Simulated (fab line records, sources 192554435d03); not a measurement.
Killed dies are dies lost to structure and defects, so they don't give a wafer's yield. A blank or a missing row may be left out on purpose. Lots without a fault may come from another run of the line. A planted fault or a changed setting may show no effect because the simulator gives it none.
fab line records | flow n5_finfet
record lots=6 wafers=18 last_day=18
route steps=1938 shown BEOL_M0_SAQP@693 BEOL_M0_CUTY@701 BEOL_M4@1111 PASSIVATION@1936
lots that met no fault: from a run of the same line without faults
start_h: hours from the record's first day to the start of the lot's first wafer shown | wait_h: hours since the lot's step before | " the same as in the row above | L1.1+2: a row that stands for several wafers | - no value, or no start given | * or withheld: withheld | < > ~ a bound
route shown NAME@n: a module of which the file shows steps, and the number in the route of the first | usual: mean/standard deviation of fault-free wafers | same: alike in all rows | chamber/n: place in a boat | sites: the reading at each site | _std_site: their standard deviation | _edge_site: outer sites' mean less inner sites' | radius_mm: how far each site lies from the wafer's centre | mask NAME#n: copy n | behind: the tool/chamber that last shaped the wafer | hold: why the lot was held/for how many hours/how that ended | device: the transistor (n, p or np) that didn't switch | end of line: the same wafers' tests at the end of the route | a step without rows: its recipe alone | killed: dies lost to structure and defects at the first sort, not the wafer's yield | map: a wafer's dies, x killed, . not, _ none there
set.NAME: the setting as run; set.NAME@STEP: as run at that earlier step | model.NAME: the simulator's own value behind a step, which no gauge read
lots at some steps of the route; a table a step, a row a wafer
services: from which hour (start_h, from the record's first day; less than 0 if before it) a tool's chamber was out of use, for how many hours, and why
## steps
# step N5_BEOL_M0_SAQP_ETCH_88
# recipe chemistry=N2/H2 target=underlayer target_depth_a=65 time_s=5.2 ion_energy_ev=200 mask_material=CAR-EUV pressure_mtorr=30 source_w=840 bias_w=150 n2_flow_sccm=200 h2_flow_sccm=200 ends=cleared
# usual drypump_motor_current_A=5.7/0.57 etch_rf_on_time_s=5.25/0.2 n2_flow_sccm=200.0/0.57 oes_product_au=0.64/0.069 rf_fwd_power_W=819.6/2.4 rf_vpp_V=524.2/2.9 showerhead_plenum_p_Torr=2.56/0.091 throttle_valve_pct=17.77/0.23
# columns lot.wafer tool chamber start_h wait_h drypump_motor_current_A etch_rf_on_time_s n2_flow_sccm oes_product_au rf_fwd_power_W rf_hours_counter_h rf_vpp_V showerhead_plenum_p_Torr throttle_valve_pct
L159.1 rie_diel-02 1 110.02 0.0 5.0 5.13 200.1 0.61 821.0 205 527.7 2.62 17.62
L159.2 " 3 " " 6.5 5.62 199.2 0.60 821.3 168 522.0 2.55 17.91
L159.3 " 0 " " 6.4 5.04 200.1 0.59 820.1 243 524.6 2.60 17.75
L168.1 rie_diel-02 0 164.68 0.0 6.5 4.87 200.0 0.86 822.3 5 526.5 2.60 17.27
L168.2 " 3 " " 6.5 5.66 199.8 0.58 816.5 185 525.0 2.54 17.94
L168.4 " 1 " " 5.1 5.12 199.7 0.59 816.2 222 526.0 2.61 17.63
L175.2 rie_diel-04 0 208.46 0.0 5.3 5.42 198.6 0.63 818.8 160 526.8 2.66 17.89
L175.3 " 1 " " 6.2 5.27 200.6 0.60 819.0 205 524.3 2.64 17.75
L175.6 " 1 " " 6.2 5.29 200.4 0.61 822.3 - 525.6 2.64 17.76
L176.1 rie_diel-04 3 217.10 0.0 5.9 5.60 201.2 0.56 820.1 244 518.8 2.39 17.84
L176.4 " 1 " " 6.3 5.25 200.8 0.60 820.8 208 525.6 2.64 17.74
L176.6 " 2 " " 4.9 5.30 199.1 0.61 819.5 - 526.9 2.62 17.73
L178.3 rie_diel-06 1 226.22 0.0 5.4 5.29 200.6 0.68 819.3 72 525.3 2.55 17.21
L178.4 " 2 " " 6.2 5.15 200.1 0.74 822.3 44 522.7 2.47 17.82
L178.5 " 1 " " 5.4 5.30 199.5 0.68 821.2 - 526.2 2.55 17.20
L181.3 rie_diel-06 0 245.18 0.0 5.9 5.21 199.0 0.61 819.6 214 526.0 2.64 18.20
L181.5 " 2 " " 6.2 5.19 200.3 0.73 818.8 - 522.7 2.47 17.87
L181.6 " 3 " " 5.2 5.09 199.2 0.62 812.2 - 521.1 2.44 18.12
# step N5_BEOL_M0_SAQP_ETCH_73
# recipe chemistry=CF4 target=SiARC target_depth_a=195 mask_material=CAR-EUV time_s=32.5 ion_energy_ev=80 pressure_mtorr=40 source_w=545 bias_w=36 Ar_flow_sccm=100 cf4_flow_sccm=100 ends=cleared
# usual drypump_motor_current_A=5.7/0.57 etch_rf_on_time_s=32.6/1.2 oes_product_au=0.64/0.07 rf_fwd_power_W=533.5/2.3 rf_vpp_V=184.2/1.3 showerhead_plenum_p_Torr=2.16/0.071 throttle_valve_pct=15.58/0.17
# columns lot.wafer tool chamber start_h wait_h drypump_motor_current_A etch_rf_on_time_s oes_product_au rf_fwd_power_W rf_hours_counter_h rf_vpp_V showerhead_plenum_p_Torr throttle_valve_pct
L159.1 rie_diel-02 1 110.03 0.0 5.1 32.0 0.61 537.4 205 182.4 2.21 15.48
L159.2 " 3 " " 6.5 34.5 0.61 531.0 168 183.4 2.14 15.66
L159.3 " 0 " " 6.4 30.6 0.60 537.0 243 185.9 2.20 15.76
L168.1 rie_diel-02 0 164.70 0.0 6.5 30.2 0.87 535.0 5 186.1 2.20 15.25
L168.2 " 3 " " 6.5 35.4 0.59 531.8 185 184.7 2.13 15.68
L168.4 " 1 " " 5.1 32.4 0.60 535.7 222 184.8 2.21 15.49
L175.2 rie_diel-04 0 208.48 0.0 5.3 34.0 0.62 532.6 160 184.9 2.21 15.62
L175.3 " 1 " " 6.2 32.5 0.62 535.9 205 184.6 2.22 15.48
L175.6 " 1 " " 6.2 32.8 0.61 537.4 - 184.6 2.22 15.47
L176.1 rie_diel-04 3 217.12 0.0 5.9 34.2 0.57 532.4 244 181.9 2.04 15.84
L176.4 " 1 " " 6.3 32.9 0.61 536.0 208 185.5 2.22 15.50
L176.6 " 2 " " 4.9 32.2 0.63 537.4 - 184.0 2.21 15.71
L178.3 rie_diel-06 1 226.24 0.0 5.4 33.0 0.68 532.0 72 183.4 2.16 15.20
L178.4 " 2 " " 6.2 32.3 0.74 531.8 44 184.5 2.09 15.68
L178.5 " 1 " " 5.4 33.0 0.68 532.6 - 184.7 2.16 15.21
L181.3 rie_diel-06 0 245.20 0.0 5.9 32.5 0.60 535.1 214 185.0 2.20 15.88
L181.5 " 2 " " 6.2 31.7 0.73 534.7 - 183.7 2.09 15.65
L181.6 " 3 " " 5.2 32.0 0.61 531.1 - 182.6 2.03 15.57
# step N5_BEOL_M0_SAQP_CUT_ETCH_46
# recipe chemistry=N2/H2 target=SOC target_depth_a=1350 overetch_a=270 temp_c=40 time_s=202.5 ion_energy_ev=200 mask_material=SiARC pressure_mtorr=30 source_w=840 bias_w=150 n2_flow_sccm=200 h2_flow_sccm=200
# usual drypump_motor_current_A=5.7/0.57 n2_flow_sccm=200.0/0.56 rf_fwd_power_W=837.8/2.6 rf_vpp_V=524.3/2.7 showerhead_plenum_p_Torr=2.56/0.091 throttle_valve_pct=17.73/0.23
# columns lot.wafer tool chamber start_h wait_h drypump_motor_current_A n2_flow_sccm rf_fwd_power_W rf_hours_counter_h rf_vpp_V showerhead_plenum_p_Torr throttle_valve_pct
L159.1 rie_diel-02 1 110.07 0.0 5.0 199.5 830.8 205 526.2 2.62 17.54
L159.2 " 3 " " 6.5 199.3 833.8 169 524.5 2.55 17.87
L159.3 " 0 " " 6.4 199.9 840.6 243 525.9 2.60 17.71
L168.1 rie_diel-02 0 164.73 0.0 6.4 199.4 839.3 5 525.2 2.60 17.24
L168.2 " 3 " " 6.5 200.2 835.6 185 523.4 2.54 17.89
L168.4 " 1 " " 5.1 200.4 840.8 222 526.4 2.61 17.58
L175.2 rie_diel-04 0 208.51 0.0 5.3 199.7 838.3 160 526.1 2.66 17.86
L175.3 " 1 " " 6.2 200.0 839.5 205 525.6 2.64 17.71
L175.6 " 1 " " 6.2 200.1 837.9 - 526.3 2.64 17.70
L176.1 rie_diel-04 3 217.15 0.0 5.9 200.9 839.7 244 518.5 2.39 17.83
L176.4 " 1 " " 6.3 199.2 834.9 208 526.5 2.64 17.72
L176.6 " 2 " " 4.8 200.5 837.3 - 525.0 2.62 17.69
L178.3 rie_diel-06 1 226.27 0.0 5.4 199.1 835.3 72 525.4 2.55 17.16
L178.4 " 2 " " 6.2 199.9 836.0 44 522.0 2.47 17.81
L178.5 " 1 " " 5.4 199.4 834.1 - 525.3 2.55 17.18
L181.3 rie_diel-06 0 245.23 0.0 5.9 199.8 841.7 214 526.0 2.64 18.16
L181.5 " 2 " " 6.2 199.6 842.5 - 523.0 2.47 17.80
L181.6 " 3 " " 5.2 200.0 834.4 - 519.7 2.44 18.06
# step N5_BEOL_M0_SAQP_STRIP_74
# recipe chemistry=N2/H2 temp_c=40 n2_flow_sccm=200 h2_flow_sccm=200 rf_frequency_hz=6e+07
# step N5_BEOL_M0_SAQP_STRIP_89
# recipe chemistry=N2/H2 temp_c=40 n2_flow_sccm=200 h2_flow_sccm=200 rf_frequency_hz=6e+07
# step N5_BEOL_M0_SAQP_ALD_48
# recipe material=SiO2 target_thk_a=200 temp_c=100 ald_precursor_family=BDEAS ald_co_reactant=O2-plasma pulse_time_s=1 co_reactant_pulse_time_s=1 purge_time_s=2 co_reactant_purge_time_s=2 ald_cycles=139 pressure_torr=2
# step N5_BEOL_M0_SAQP_ETCH_49
# recipe chemistry=CF4/O2 target_depth_a=370 target=SiO2 pressure_mtorr=40 source_w=535 bias_w=49 Ar_flow_sccm=100 cf4_flow_sccm=100 O2_flow_sccm=10 ion_energy_ev=100
# usual drypump_motor_current_A=5.8/0.54 oes_product_au=0.76/0.081 rf_fwd_power_W=532.5/1.7 rf_vpp_V=238/6.1 showerhead_plenum_p_Torr=2.21/0.07 throttle_valve_pct=15.80/0.19
# columns lot.wafer tool chamber start_h wait_h drypump_motor_current_A oes_product_au rf_fwd_power_W rf_hours_counter_h rf_vpp_V showerhead_plenum_p_Torr throttle_valve_pct
L159.1 rie_diel-02 3 110.79 0.3 6.5 0.73 534.5 169 233 2.20 15.88
L159.2 " 0 " " 6.4 0.68 534.9 244 238 2.27 15.99
L159.3 " 2 " " 6.3 0.75 532.7 164 231 2.11 15.79
L168.1 rie_diel-06 0 165.52 0.3 5.9 0.73 531.6 192 248 2.28 16.06
L168.2 " 2 " " 6.2 0.90 532.5 29 234 2.16 15.86
L168.4 " 1 " " 5.4 0.85 528.7 55 237 2.23 15.43
L175.2 rie_diel-06 3 209.36 0.4 5.2 0.72 532.0 178 234 2.10 15.78
L175.3 " 1 " " 5.4 0.83 529.2 67 238 2.22 15.46
L175.6 " 0 " " 5.9 0.71 534.9 - 247 2.27 16.09
L176.1 rie_diel-06 0 217.88 0.3 5.9 0.71 530.8 206 249 2.27 16.08
L176.4 " 1 " " 5.4 0.83 530.4 70 237 2.22 15.45
L176.6 " 1 " " 5.5 0.82 529.8 - 237 2.22 15.44
L178.3 rie_diel-06 1 227.00 0.3 5.4 0.82 532.5 73 237 2.22 15.45
L178.4 " 3 " " 5.2 0.72 532.7 183 235 2.10 15.78
L178.5 " 2 " " 6.2 0.87 531.8 - 233 2.15 15.90
L181.3 rie_diel-04 1 245.96 0.3 6.3 0.70 533.1 219 242 2.28 15.74
L181.5 " 1 " " 6.2 0.70 531.6 - 243 2.28 15.73
L181.6 " 0 " " 5.3 0.73 529.0 - 232 2.27 15.90
# step N5_BEOL_M0_SAQP_STRIP_75
# recipe chemistry=CF4 resist=SiARC power_w=300 bias_power_w=75 pressure_mtorr=50 cf4_flow_sccm=150 rf_frequency_hz=6e+07
# usual drypump_motor_current_A=5.8/0.53 oes_product_au=0.176/0.018 rf_fwd_power_W=293.8/1.5 rf_vpp_V=271.3/1.4 showerhead_plenum_p_Torr=1.80/0.062 throttle_valve_pct=13.57/0.2
# columns lot.wafer tool chamber start_h wait_h drypump_motor_current_A oes_product_au rf_fwd_power_W rf_hours_counter_h rf_vpp_V showerhead_plenum_p_Torr throttle_valve_pct
L159.1 rie_diel-02 3 110.89 0.1 6.5 0.167 295.0 169 272.8 1.79 13.60
L159.2 " 0 " " 6.4 0.159 295.5 244 271.7 1.86 13.82
L159.3 " 2 " " 6.3 0.177 294.2 164 270.3 1.71 13.49
L168.1 rie_diel-06 0 165.62 0.1 5.9 0.169 293.9 192 271.7 1.85 13.83
L168.2 " 2 " " 6.1 0.206 292.8 29 269.6 1.75 13.54
L168.4 " 1 " " 5.4 0.192 292.6 56 272.2 1.81 13.17
L175.2 rie_diel-06 3 209.46 0.1 5.2 0.165 292.1 178 269.9 1.71 13.56
L175.3 " 1 " " 5.4 0.194 293.3 67 271.9 1.81 13.18
L175.6 " 0 " " 5.9 0.163 295.1 - 271.6 1.85 13.84
L176.1 rie_diel-06 0 217.98 0.1 5.9 0.170 295.6 206 273.9 1.85 13.85
L176.4 " 1 " " 5.4 0.194 290.9 70 270.3 1.80 13.19
L176.6 " 1 " " 5.4 0.188 291.5 - 272.1 1.80 13.19
L178.3 rie_diel-06 1 227.10 0.1 5.4 0.187 292.6 73 271.8 1.80 13.20
L178.4 " 3 " " 5.2 0.174 293.9 183 269.3 1.71 13.58
L178.5 " 2 " " 6.2 0.204 292.0 - 270.6 1.74 13.56
L181.3 rie_diel-04 1 246.06 0.1 6.2 0.162 294.3 219 272.2 1.87 13.57
L181.5 " 1 " " 6.2 0.164 295.3 - 272.6 1.87 13.55
L181.6 " 0 " " 5.3 0.168 291.5 - 272.7 1.84 13.66
# step N5_BEOL_M0_CUTY_COAT_50
# recipe resist=SiARC temp_c=220 time_s=60 spin_rpm=1500 resist_thk_nm=15
# step N5_BEOL_M0_CUTY_COAT_51
# recipe resist=CAR-ArF-block spin_rpm=1500 resist_thk_nm=150
# step N5_BEOL_M0_CUTY_EBR_52
# recipe solvent=PGMEA ebr_width_mm=1.5
# step N5_BEOL_M0_CUTY_SOFTBAKE_53
# recipe temp_c=110 time_s=60 resist=CAR-ArF-block
# step N5_BEOL_M0_CUTY_EXPOSE_54
# recipe mask_id=M0_ABLK na=1.35 source_shape=conventional sigma_outer=0.8 polarization=unpolarized dose_mj=36
# usual exposure_dose_mJ_cm2=35.99/0.043
# columns lot.wafer tool chamber start_h wait_h mask exposure_dose_mJ_cm2
L159.1 arfi_scanner-03 0 111.17 - M0_ABLK#0 35.97
L159.2 " 0 " " M0_ABLK#0 35.95
L159.3 " 0 " " M0_ABLK#0 35.99
L168.1 arfi_scanner-02 0 165.76 - M0_ABLK#0 35.97
L168.2 " 0 " " M0_ABLK#0 36.00
L168.4 " 0 " " M0_ABLK#0 36.01
L175.2 arfi_scanner-03 0 209.61 - M0_ABLK#0 33.85
L175.3 " 0 " " M0_ABLK#0 33.91
L175.6 " 0 " " M0_ABLK#0 33.93
L176.1 arfi_scanner-03 0 218.12 - M0_ABLK#0 34.34
L176.4 " 0 " " M0_ABLK#0 34.38
L176.6 " 0 " " M0_ABLK#0 34.38
L178.3 arfi_scanner-02 0 227.26 - M0_ABLK#0 35.97
L178.4 " 0 " " M0_ABLK#0 35.99
L178.5 " 0 " " M0_ABLK#0 36.04
L181.3 arfi_scanner-01 0 246.34 - M0_ABLK#0 35.97
L181.5 " 0 " " M0_ABLK#0 35.99
L181.6 " 0 " " M0_ABLK#0 35.91
# step N5_BEOL_M0_CUTY_PEB_55
# recipe peb_temp_c=110 peb_time_s=60 resist=CAR-ArF-block
# step N5_BEOL_M0_CUTY_DEVELOP_56
# recipe develop_time_s=30 developer=TMAH resist=CAR-ArF-block rinse_liquid=diw dry=air_spin dev_temp_c=23
# step N5_BEOL_M0_CUTY_CD_MEAS_57
# recipe target_cd_nm=200 landing_energy_ev=500 detector=se_inlens polarity=line
# usual cd_nm=199.8/1
# columns lot.wafer tool chamber start_h wait_h cd_nm
L159.1 cd_sem-01 0 111.29 - 200.0
L159.2 " 0 " " 200.5
L159.3 " 0 " " 199.6
L168.1 cd_sem-02 0 165.88 - 198.6
L168.2 " 0 " " 199.4
L168.4 " 0 " " 198.7
L175.2 cd_sem-03 0 209.73 - 205.2
L175.3 " 0 " " 204.9
L175.6 " 0 " " 204.8
L176.1 cd_sem-01 0 218.24 - 203.0
L176.4 " 0 " " 203.8
L176.6 " 0 " " 202.9
L178.3 cd_sem-02 0 227.37 - 197.7
L178.4 " 0 " " 198.7
L178.5 " 0 " " 199.9
L181.3 cd_sem-01 0 246.45 - 198.9
L181.5 " 0 " " 199.6
L181.6 " 0 " " 198.7
# step N5_BEOL_M0_CUTY_OVL_MEAS_58
# recipe points_per_wafer=44
# usual M0_ABLK_OVL=-0.1/0.85
# columns lot.wafer tool chamber start_h wait_h M0_ABLK_OVL[nm]
L159.1 overlay-02 0 111.32 0.0 0.6
L159.2 " 0 " " 0.7
L159.3 " 0 " " 0.0
L168.1 overlay-01 0 165.91 0.0 -2.2
L168.2 " 0 " " -2.4
L168.4 " 0 " " -2.0
L175.2 overlay-01 0 209.76 0.0 0.3
L175.3 " 0 " " 0.3
L175.6 " 0 " " -0.1
L176.1 overlay-01 0 218.27 0.0 0.0
L176.4 " 0 " " -0.1
L176.6 " 0 " " -0.3
L178.3 overlay-01 0 227.40 0.0 -0.9
L178.4 " 0 " " -0.6
L178.5 " 0 " " -0.5
L181.3 overlay-02 0 246.48 0.0 0.6
L181.5 " 0 " " 0.9
L181.6 " 0 " " 0.3
# step N5_BEOL_M4_RC_MEAS_101
# usual DIBL_N=37.0/2.3 DIBL_P=37.3/2.8 IOFF_N=0.17/0.046 IOFF_P=0.23/0.054 ION_N=675/14 ION_P=460/9.3 SS_N=71.7/0.73 SS_P=73.6/0.95 VT_N=249/3.9 VT_P=-250/3.9
# columns lot.wafer tool chamber start_h wait_h DIBL_N[mV/V] DIBL_P[mV/V] IOFF_N[nA/um] IOFF_P[nA/um] ION_N[uA/um] ION_P[uA/um] SS_N[mV/dec] SS_P[mV/dec] VT_N[mV] VT_P[mV]
L159.1 prober-02 0 166.83 0.0 38.3 37.4 0.19 0.24 678 466 72.0 74.5 249 -248
L159.2 " 0 " " 38.3 37.7 0.20 0.26 692 475 71.7 74.3 245 -248
L159.3 " 0 " " 39.2 38.7 0.21 0.28 700 476 72.1 74.4 245 -246
L168.1 prober-02 0 222.25 0.0 41.1 40.8 0.26 0.35 680 466 73.5 75.3 245 -241
L168.2 " 0 " " 36.6 36.5 0.16 0.24 683 471 71.4 73.0 250 -247
L168.4 " 0 " " 34.0 33.0 0.12 0.19 646 451 71.2 71.9 252 -250
L175.2 prober-01 0 285.61 0.2 40.2 41.3 0.24 0.26 686 463 73.7 74.5 244 -249
L175.3 " 0 " " 33.0 33.5 0.11 0.15 662 449 71.2 71.2 254 -256
L175.6 " 0 " " 35.6 37.4 0.15 0.20 683 464 71.9 72.9 251 -250
L176.1 prober-02 0 286.19 0.0 34.0 33.0 0.11 0.15 656 446 70.9 72.6 256 -254
L176.4 " 0 " " 37.0 35.2 0.14 0.18 670 451 71.3 73.5 254 -254
L176.6 " 0 " " 34.7 32.4 0.11 0.15 649 447 71.2 72.7 256 -255
L178.3 prober-02 0 289.24 0.3 38.5 37.5 0.19 0.24 700 472 70.6 74.1 249 -247
L178.4 " 0 " " 39.1 37.4 0.20 0.24 684 461 71.6 74.4 249 -248
L178.5 " 0 " " 41.1 39.3 0.25 0.29 691 463 72.0 75.2 244 -247
L181.3 prober-02 0 320.02 0.3 34.7 34.0 0.13 0.18 655 449 71.6 73.3 252 -252
L181.5 " 0 " " 42.4 44.0 0.32 0.37 699 473 74.0 75.3 242 -244
L181.6 " 0 " " 37.3 38.3 0.20 0.25 673 458 72.0 74.7 248 -248
# step N5_PASSIVATION_PROBE_49
# usual defect_limited_yield=91.5/1.3 killed_at_M0_to_M3=36/10 killed_at_M4_up=13/4.7 killed_at_contacts=13/6.7 killed_at_front_end=37/9.7 killed_at_other=2.6/2.3 killed_dies=101/15 killed_on_rim=14/4.3 killed_open=67/12 killed_short=32/6.7 sort_bin_4_leakage=0.0/0.31 sort_bin_5_function=5.0/0.89 sort_bin_6_memory=3.2/0.63 sort_bin_8_speed=0.01/0.03 sort_n_pass=1079/16 sort_yield_pct=91.4/1.4
# same gross_dies=1180 killed_at_back_side=0
# columns lot.wafer tool chamber start_h wait_h defect_limited_yield[%] killed_at_M0_to_M3 killed_at_M4_up killed_at_contacts killed_at_front_end killed_at_other killed_dies killed_on_rim killed_open killed_short sort_bin_4_leakage[%] sort_bin_5_function[%] sort_bin_6_memory[%] sort_bin_8_speed[%] sort_n_pass sort_yield_pct[%]
L159.1 prober-02 - 285.63 0.1 89.2 37 17 20 53 0 127 13 86 39 0 6.4 4.1 0 1053 89.2
L159.2 prober-02 - 285.68 0.1 91.5 29 11 6 52 2 100 12 58 38 0 5.6 2.6 0 1080 91.5
L159.3 prober-02 - 285.73 0.2 89.9 47 11 12 48 1 119 19 77 35 0 5.3 4.1 0 1061 89.9
L168.1 prober-02 - 335.82 0.0 91.7 33 13 12 38 2 98 13 65 27 0 5.5 2.7 0 1082 91.7
L168.2 prober-02 - 335.87 0.1 92.3 26 17 12 35 1 91 13 64 26 0 4.3 3.1 0 1089 92.3
L168.4 prober-02 - 335.97 0.2 92.5 31 6 8 42 2 89 14 64 25 0 4.7 2.8 0.25 1088 92.2
L178.3 prober-02 - 387.10 0.1 92.3 40 12 21 17 1 91 5 68 21 0 4.7 2.5 0 1089 92.3
L178.4 prober-02 - 387.15 0.2 93.3 24 9 7 38 1 79 11 51 25 0 4.1 2.5 0 1101 93.3
L178.5 prober-02 - 387.20 0.2 93.2 31 12 12 25 0 80 14 51 25 0 4.0 2.8 0 1100 93.2
L176.1 prober-02 - 397.98 0.0 91.5 26 8 11 54 1 100 15 72 25 0 4.2 3.8 0 1080 91.5
L176.4 prober-02 - 398.13 0.2 91.9 35 11 9 39 2 96 18 66 27 0 5.4 2.2 0 1084 91.9
L176.6 prober-02 - 398.23 0.3 92.1 39 9 12 33 0 93 18 68 25 0 4.7 3.0 0 1087 92.1
L175.2 prober-01 - 398.66 0.1 92.2 35 10 12 32 3 92 11 56 30 0 3.7 3.4 0 1088 92.2
L175.3 prober-01 - 398.71 0.1 90.3 60 21 4 27 3 115 16 74 40 0 5.7 3.6 0 1065 90.3
L175.6 prober-01 - 398.86 0.3 93.1 45 10 5 20 1 81 8 51 28 0 3.8 2.8 0 1099 93.1
L181.5 prober-02 - 439.30 0.2 91.5 34 11 16 35 4 100 14 56 43 0.8 5.2 3.0 0 1070 90.7
# killed by level:class
L159.1 STI_FIN_REVEAL:geometric_particle:open=17 MOL_CONTACT_COAG:geometric_particle:open=17 BEOL_M1:geometric_particle:open=11 FIN_SAQP:geometric_particle:short=10 BEOL_M2:geometric_particle:open=9 BEOL_M0_SAQP:geometric_particle:short=7 BEOL_M0_SAQP:geometric_particle:open=6 STI_FIN_REVEAL:geometric_particle:short=5
L159.2 FIN_SAQP:geometric_particle:short=19 BEOL_M1:geometric_particle:open=10 FIN_SAQP:geometric_particle:open=8 MOL_CONTACT_COAG:geometric_particle:open=5 BEOL_M4:geometric_particle:open=5 STI_FIN_REVEAL:geometric_particle:open=4 GATE_CUT:geometric_particle:open=4 BEOL_M0_SAQP:geometric_particle:open=4
L159.3 BEOL_M1:geometric_particle:open=13 BEOL_M3:geometric_particle:open=11 MOL_CONTACT_COAG:geometric_particle:open=10 FIN_SAQP:geometric_particle:open=7 STI_FIN_REVEAL:geometric_particle:open=7 BEOL_M2:geometric_particle:open=6 FIN_SAQP:geometric_particle:short=5 SPACER0:geometric_particle:short=5
L168.1 STI_FIN_REVEAL:geometric_particle:open=9 BEOL_M1:geometric_particle:open=9 MOL_CONTACT_COAG:geometric_particle:open=8 BEOL_M0_SAQP:geometric_particle:open=6 FIN_CUT:area_etch=6 DUMMY_GATE:geometric_particle:open=5 BEOL_M0_SAQP:geometric_particle:short=5 FIN_SAQP:geometric_particle:short=4
L168.2 MOL_CONTACT_COAG:geometric_particle:open=11 FIN_SAQP:geometric_particle:open=8 BEOL_M0_SAQP:geometric_particle:open=7 STI_FIN_REVEAL:geometric_particle:open=6 BEOL_M4:geometric_particle:open=5 FIN_SAQP:geometric_particle:short=4 GATE_CUT:geometric_particle:short=4 BEOL_M7:geometric_particle:open=4
L168.4 STI_FIN_REVEAL:geometric_particle:open=13 BEOL_M1:geometric_particle:open=10 FIN_SAQP:geometric_particle:open=9 FIN_SAQP:geometric_particle:short=7 MOL_CONTACT_COAG:geometric_particle:open=7 BEOL_M0_SAQP:geometric_particle:short=7 GATE_CUT:geometric_particle:short=6 BEOL_M0_SAQP:geometric_particle:open=6
L178.3 MOL_CONTACT_COAG:geometric_particle:open=17 BEOL_M3:geometric_particle:open=15 BEOL_M1:geometric_particle:open=9 BEOL_M3:geometric_particle:short=7 BEOL_M7:geometric_particle:open=5 MOL_CONTACT_COAG:geometric_particle:short=4 STI_FIN_REVEAL:geometric_particle:open=3 GATE_CUT:geometric_particle:open=3
L178.4 STI_FIN_REVEAL:geometric_particle:open=9 FIN_SAQP:geometric_particle:open=6 MOL_CONTACT_COAG:geometric_particle:open=6 BEOL_M1:geometric_particle:open=6 GATE_CUT:geometric_particle:short=5 BEOL_M2:geometric_particle:open=5 STARTING-WAFER:geometric_particle:short=4 FIN_SAQP:geometric_particle:short=3
L178.5 STI_FIN_REVEAL:geometric_particle:open=10 MOL_CONTACT_COAG:geometric_particle:open=9 BEOL_M3:geometric_particle:open=8 BEOL_M1:geometric_particle:short=6 BEOL_M1:geometric_particle:open=6 STI_FIN_REVEAL:geometric_particle:short=5 FIN_CUT:area_etch=4 MOL_CONTACT_COAG:geometric_particle:short=3
L176.1 FIN_SAQP:geometric_particle:open=24 MOL_CONTACT_COAG:geometric_particle:open=9 FIN_SAQP:geometric_particle:short=7 BEOL_M0:geometric_particle:open=6 BEOL_M1:geometric_particle:open=6 DUMMY_GATE:geometric_particle:open=5 BEOL_M0_SAQP:geometric_particle:short=5 STI_FIN_REVEAL:geometric_particle:open=4
L176.4 DUMMY_GATE:geometric_particle:open=11 MOL_CONTACT_COAG:geometric_particle:open=7 BEOL_M0_SAQP:geometric_particle:open=7 BEOL_M3:geometric_particle:open=7 FIN_SAQP:geometric_particle:open=6 BEOL_M0_SAQP:geometric_particle:short=6 BEOL_M1:geometric_particle:open=5 BEOL_M4:geometric_particle:open=5
L176.6 BEOL_M3:geometric_particle:open=10 MOL_CONTACT_COAG:geometric_particle:open=9 BEOL_M0:geometric_particle:open=8 STI_FIN_REVEAL:geometric_particle:open=7 BEOL_M1:geometric_particle:open=6 FIN_SAQP:geometric_particle:open=5 BEOL_M0_SAQP:geometric_particle:short=5 FIN_SAQP:geometric_particle:short=4
L175.2 BEOL_M0_SAQP:geometric_particle:short=13 MOL_CONTACT_COAG:geometric_particle:open=11 BEOL_M0_SAQP:geometric_particle:open=9 FIN_SAQP:geometric_particle:short=7 FIN_SAQP:geometric_particle:open=6 STI_FIN_REVEAL:geometric_particle:open=5 HKMG_FIN:area_etch=5 BEOL_M1:geometric_particle:open=4
L175.3 BEOL_M0_SAQP:geometric_particle:open=19 BEOL_M0_SAQP:geometric_particle:short=17 BEOL_M2:geometric_particle:open=13 BEOL_M4:geometric_particle:open=9 STARTING-WAFER:geometric_particle:short=7 GATE_CUT:geometric_particle:open=6 GATE_CUT:geometric_particle:short=5 MOL_CONTACT_COAG:geometric_particle:open=4
L175.6 BEOL_M0_SAQP:geometric_particle:short=16 BEOL_M0_SAQP:geometric_particle:open=13 BEOL_M2:geometric_particle:open=8 FIN_SAQP:geometric_particle:open=5 BEOL_M3:geometric_particle:open=5 STI_FIN_REVEAL:geometric_particle:open=3 MOL_CONTACT_COAG:geometric_particle:open=3 BEOL_M4:geometric_particle:open=3
L181.5 MOL_CONTACT_COAG:geometric_particle:open=12 FIN_SAQP:geometric_particle:open=10 BEOL_M0_SAQP:geometric_particle:open=7 FIN_SAQP:geometric_particle:short=6 BEOL_M2:geometric_particle:open=6 BEOL_M0_SAQP:geometric_particle:short=6 BEOL_M1:geometric_particle:open=5 BEOL_M4:geometric_particle:open=5
## services
# columns tool chamber start_h hours kind
arfi_scanner-03 - 89.74 3.8 repair
arfi_scanner-01 - 92.70 1.0 pm
arfi_scanner-03 - 93.58 4.9 pm
arfi_scanner-01 - 95.22 0.6 repair
arfi_scanner-01 - 99.09 0.5 repair
rie_diel-04 2 105.53 3.5 repair
arfi_scanner-03 - 106.69 0.3 repair
arfi_scanner-03 - 138.16 0.8 pm
rie_diel-04 2 140.05 19.5 repair
arfi_scanner-02 - 141.05 3.1 pm
arfi_scanner-02 - 157.62 0.8 pm
arfi_scanner-02 - 158.74 0.3 repair
arfi_scanner-03 - 167.03 0.9 repair
arfi_scanner-02 - 176.22 1.3 pm
arfi_scanner-03 - 176.49 2.9 repair
rie_diel-04 3 180.80 1.6 repair
arfi_scanner-02 - 182.31 0.8 pm
arfi_scanner-02 - 186.00 4.9 pm
arfi_scanner-03 - 187.00 1.3 pm
arfi_scanner-02 - 191.37 6.3 repair
arfi_scanner-03 - 197.34 1.0 pm
arfi_scanner-03 - 222.20 10.8 repair
rie_diel-02 1 222.31 5.3 repair
arfi_scanner-02 - 244.12 1.0 pm
## key
first_sign step=N5_BEOL_M0_CUTY_EXPOSE_54 reading=exposure_dose_mJ_cm2 direction=down sigmas=43 usual=35.99 struck=34.13
effect step=N5_BEOL_M0_CUTY_CD_MEAS_57 reading=cd_nm direction=up sigmas=4.1 usual=199.8 struck=204.1 through=control_loop
met_at N5_BEOL_M0_CUTY_EXPOSE_54
struck_wafers L175.2,L175.3,L175.6,L176.1,L176.4,L176.6
loop_trim step=N5_BEOL_M0_CUTY_EXPOSE_54 setting=dose lots=L176
onset_between 111.17 209.61
fault kind=process_parameter_drift tool=arfi_scanner-03 chamber=- onset_h=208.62 steps=N5_BEOL_M0_CUTY_EXPOSE_54 channel=dose_mj offset=-2.0238 shape=step acts_in=these_recipes_only stated=36
# loop_trim: a control loop set the setting to another value than it would have without faults
